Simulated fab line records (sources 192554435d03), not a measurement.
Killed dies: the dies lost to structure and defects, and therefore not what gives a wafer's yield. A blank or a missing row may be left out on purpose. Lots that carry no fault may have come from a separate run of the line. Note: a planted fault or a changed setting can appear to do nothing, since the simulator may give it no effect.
Chamber matching -- flow n5 finfet -- N5_BEOL_M5_PRE_CLEAN_77 on cvd co-01: 3 sister chambers
The step time 15 s. 3 wafers are shown with their chamber, then 12 later ones without.

## EACH WAFER AND ITS CHAMBER
wafer,chamber,heater power w (W)
L087.1,2,80
L087.2,1,81
L087.3,0,107

## WAFERS WITH NO CHAMBER GIVEN
wafer,heater power w (W)
L087.4,112
L087.5,80
L087.6,83
L092.4,77
L092.5,83
L092.6,108
L090.2,110
L090.3,84
L090.4,82
L096.3,107
L096.5,110
L096.6,64

## WHICH CHAMBER EACH WENT THROUGH
wafer,from the rows above,in truth
L087.4,0,0
L087.5,can't be placed: 2 or 1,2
L087.6,can't be placed: 1 or 2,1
L092.4,can't be placed: 2 or 1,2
L092.5,can't be placed: 1 or 2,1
L092.6,0,0
L090.2,0,0
L090.3,can't be placed: 1 or 2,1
L090.4,can't be placed: 1 or 2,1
L096.3,0,0
L096.5,0,0
L096.6,can't be placed: 2 or 1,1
5 of 12 placed correctly. These rows do not allow placing 7 (true chamber among the candidates in 7). Wrongly placed: 0.
How it was worked out, from the rows above alone: a wafer's distance from a chamber is the root of the sum, over the readings, of the square of ((its reading less the chamber's mean) divided by the reading's scatter). If the next closest chamber is less than 2 further off than the closest, the wafer can't be placed; otherwise it belongs to the closest. The mean given for a chamber averages the wafers shown for that chamber. The scatter: with one shown wafer a chamber, the root of the mean of the squares of how far each hidden wafer lies from its nearest shown one.
